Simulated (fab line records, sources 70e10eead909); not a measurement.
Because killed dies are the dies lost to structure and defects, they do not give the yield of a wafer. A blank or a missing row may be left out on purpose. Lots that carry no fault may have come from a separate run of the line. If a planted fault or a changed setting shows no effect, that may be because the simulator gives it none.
Matching of chambers || flow nandHarc || aldHk-01 running NHARC_A_CHANNEL_FILL_D2_ALD_14: 4 sister chambers
The step deposits SiO2, target thk 2.5 nm, pulse time 10 s, ald cycles 25. 4 wafers are shown with their chamber, then 9 later ones without.

## EACH WAFER AND ITS CHAMBER
{"wafer": "L082.4", "chamber": 3, "heaterPowerW (W)": 435}
{"wafer": "L084.2", "chamber": 0, "heaterPowerW (W)": 461}
{"wafer": "L088.5", "chamber": 2, "heaterPowerW (W)": 463}
{"wafer": "L088.6", "chamber": 1, "heaterPowerW (W)": 452}

## WAFERS WITHOUT THEIR CHAMBER
{"wafer": "L089.3", "heaterPowerW (W)": 459}
{"wafer": "L089.4", "heaterPowerW (W)": 459}
{"wafer": "L089.5", "heaterPowerW (W)": 440}
{"wafer": "L090.1", "heaterPowerW (W)": 448}
{"wafer": "L090.5", "heaterPowerW (W)": 464}
{"wafer": "L090.6", "heaterPowerW (W)": 438}
{"wafer": "L096.4", "heaterPowerW (W)": 448}
{"wafer": "L096.5", "heaterPowerW (W)": 443}
{"wafer": "L096.6", "heaterPowerW (W)": 460}

## WHICH CHAMBER EACH ONE RAN IN
{"wafer": "L089.3", "from the rows above": "can't be placed: 0 or 2 or 1", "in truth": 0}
{"wafer": "L089.4", "from the rows above": "can't be placed: 0 or 2 or 1", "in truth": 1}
{"wafer": "L089.5", "from the rows above": "can't be placed: 3 or 1", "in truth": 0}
{"wafer": "L090.1", "from the rows above": 1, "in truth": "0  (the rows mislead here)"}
{"wafer": "L090.5", "from the rows above": "can't be placed: 2 or 0", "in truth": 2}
{"wafer": "L090.6", "from the rows above": 3, "in truth": 3}
{"wafer": "L096.4", "from the rows above": 1, "in truth": 1}
{"wafer": "L096.5", "from the rows above": "can't be placed: 3 or 1", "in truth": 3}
{"wafer": "L096.6", "from the rows above": "can't be placed: 0 or 2 or 1", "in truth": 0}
Placed correctly: 2 of 9. Can't be placed from these rows: 6 (the true chamber is among the candidates in 5). Wrongly placed: 1.
How it was worked out, from the rows above alone: a wafer's distance from a chamber is the root of the sum, over the readings, of the square of ((its reading less the chamber's mean) divided by the reading's scatter). The wafer belongs to the nearest chamber; if the next one is less than 2 further off, it can't be placed. A chamber's mean is the mean of its shown wafers. The scatter: with one shown wafer a chamber, the root of the mean of the squares of how far each hidden wafer lies from its nearest shown one.
